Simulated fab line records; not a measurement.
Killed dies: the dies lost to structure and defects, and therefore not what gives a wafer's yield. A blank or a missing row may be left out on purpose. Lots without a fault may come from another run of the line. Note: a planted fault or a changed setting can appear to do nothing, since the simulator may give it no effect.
A struck lot beside a sound one + flow n5 finfet + 38 steps out of a route of 1938
Sound: wafers L456.3, L456.5, L456.6. Struck: wafers L450.3, L450.6 (left out: L450.5, a lot-mate that was not struck); the cause follows at the end.
Order at every step that has rows: each side's tool, ch and its chambers, its first start. Under that, the readings that differ: sound wafers + struck wafers + difference of the means + sigmas: that difference in standard deviations of wafers without a fault.
alike: readings whose means differ by less than 2 such deviations, and words and numbers that are the same on both sides. not compared: withheld readings, readings that some wafer has no value for, bounds like >300 that may hide the same value, and numbers for which the record gives no deviation and whose values overlap.
Wherever a step has rows on one side only, a row that says differs or no value, or a row with sigmas, the two part there. When numbers do not overlap yet have no deviation, they are printed without sigmas and do not part them. A reading missing from all wafers of one side parts the sides only when that side holds two or more wafers.

first, 9 steps without rows for these wafers: N5_BEOL_M4_ANNEAL_95 (time 240 s); N5_BEOL_M4_SPUTTER_96 (material Cu, target thk 4.5 nm, time 8.29 s); N5_BEOL_M4_ECD_50 (material Cu, target thk 300 nm); N5_BEOL_M4_ANNEAL_51 (time 90 s); N5_BEOL_M4_CMP_52 (polishes, stops on SiOC, t overpolish 6.8 s, target thk 40 nm); N5_BEOL_M4_PRE_CLEAN_60 (time 15 s); N5_BEOL_M4_CO_CAP_55 (material Co, precursor CCTBA/H2, target thk 2 nm, time 102.1 s); N5_BEOL_M4_PRE_CLEAN_56 (time 15 s); N5_BEOL_M4_DEP_57 (deposits SiCN from 3MS/NH3, target thk 8 nm, time 14 s).
N5_BEOL_M4_RC_MEAS_101:
  sound on prober-02 ch 0, day 16 15:40; struck on prober-02 ch 0, day 14 15:12
  alike: DIBL_N, DIBL_P, IOFF_N, IOFF_P, ION_N, ION_P, SS_N, SS_P, VT_N, VT_P
then, 24 steps without rows for these wafers: N5_BEOL_M5_ILD_DEP_00 (deposits SiCOH lowk from DEMS/porogen, target thk 140.64 nm, time 25.9 s); N5_BEOL_M5_CURE_79 (cures SiCOH lowk, time 240 s); N5_BEOL_M5_PECVD_70 (deposits SiO2 from TEOS/O2, target thk 16 nm, time 18 s); N5_BEOL_M5_HM_DEP_02 (deposits TiN, target thk 20 nm); N5_BEOL_M5_COAT_59 (time 60 s, resist thk 60 nm); N5_BEOL_M5_COAT_60 (time 60 s, resist thk 12 nm); N5_BEOL_M5_COAT_71 (time 60 s, resist thk 5 nm); N5_BEOL_M5_COAT_05 (resist thk 30 nm); N5_BEOL_M5_EBR_07; N5_BEOL_M5_SOFTBAKE_06 (time 60 s); N5_BEOL_M5_EXPOSE_08 (exposes mask M5, target cd 28 nm); N5_BEOL_M5_PEB_09 (peb time 60 s); N5_BEOL_M5_DEVELOP_10 (develop time 30 s); N5_BEOL_M5_DESCUM_16 (chemistry O2, time 7 s); N5_BEOL_M5_ETCH_72 (etches underlayer in N2/H2, target depth 6.5 nm, time 5.2 s); N5_BEOL_M5_ETCH_61 (etches SiARC in CF4, target depth 15.6 nm, time 26 s); N5_BEOL_M5_ETCH_62 (etches SOC in N2/H2, target depth 75 nm, overetch 15 nm, time 112.5 s); N5_BEOL_M5_STRIP_63 (strips in N2/H2); N5_BEOL_M5_STRIP_73 (strips in N2/H2); N5_BEOL_M5_STRIP_64 (strips in CF4); N5_BEOL_M5_HM_OPEN_17 (chemistry Cl2/BCl3, target TiN, target depth 20 nm, overetch 6 nm); N5_BEOL_M5_STRIP_19 (strips in O2); N5_BEOL_M5_COAT_65 (time 60 s, resist thk 60 nm); N5_BEOL_M5_COAT_66 (time 60 s, resist thk 12 nm).
N5_BEOL_M6_CMP_52: polishes, stops on SiCOH lowk, t overpolish 6.9 s, target thk 80 nm.
  sound on cmp-02 ch 1,2,3, day 17 10:48; struck on cmp-03 ch 2, day 15 11:00
| reading                      | sound             | struck      | difference | sigmas      |
|------------------------------|-------------------|-------------|------------|-------------|
| barrier field endpoint s (s) | 29.1 30.4 28.9    | 47.0 47.0   | +17.5      | +18         |
| motor current A (A)          | 6.5 6.9 6.5       | 5.4 4.9     | -1.5       | -3          |
| overpolish run s (s)         | 6.899 6.885 6.902 | 0.042 0.040 | -6.854     | -99 or more |
| time to endpoint s (s)       | 62 64 61          | 80 82       | +19        | +4          |
  alike: clearing platen down force psi, platen rpm
N5_BEOL_M6_THK_MEAS_53: measures by xrf.
  sound on film metro-02 at day 17 11:02; struck on film metro-01 at day 15 11:16
| reading     | sound          | struck      | difference | sigmas |
|-------------|----------------|-------------|------------|--------|
| M6_THK (nm) | 82.1 81.2 81.5 | 193.1 188.9 | +109.4     | +50    |
N5_BEOL_M6_INSPECT_58: inspects for defects (darkfield).
  sound on defect inspect-01 at day 17 11:11; struck on defect inspect-02 at day 15 11:25
| reading          | sound    | struck    | difference | sigmas |
|------------------|----------|-----------|------------|--------|
| raw defect count | 65 56 51 | 1333 1349 | +1284      | +51    |
-- the record jumps here: 4 days lie between the struck wafers' starts before and after (it left off in module BEOL_M6 and takes up again in module PASSIVATION, whose first step shown is number 1936 of the route) --
N5_PASSIVATION_PROBE_49:
  sound on prober-01 at day 20 21:15; struck on prober-01 at day 19 04:13
| reading                  | sound          | struck    | difference | sigmas      |
|--------------------------|----------------|-----------|------------|-------------|
| defect limited yield (%) | 90.8 89.7 91.6 | 0 0       | -91        | -65         |
| killed_at_M4_up          | 18 23 15       | 1095 1087 | +1072      | +99 or more |
| killed dies              | 109 122 99     | 1180 1180 | +1070      | +63         |
| killed on rim            | 15 15 16       | 152 152   | +137       | +35         |
| sort n pass              | 1071 1058 1081 | 0 0       | -1070      | -56         |
| sort yield pct (%)       | 90.8 89.7 91.6 | 0 0       | -91        | -57         |
  alike: killed_at_M0_to_M3, killed at contacts, killed at front end, killed at other, killed open, killed short, sort_bin_5_function, sort_bin_6_memory

## WHERE THEY PART
Last at N5_PASSIVATION_PROBE_49 as far as this record goes, first at N5_BEOL_M6_CMP_52.

WHY: what had been put in by the simulator
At N5_BEOL_M6_CMP_52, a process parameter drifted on cmp-03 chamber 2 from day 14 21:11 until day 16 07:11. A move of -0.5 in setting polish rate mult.
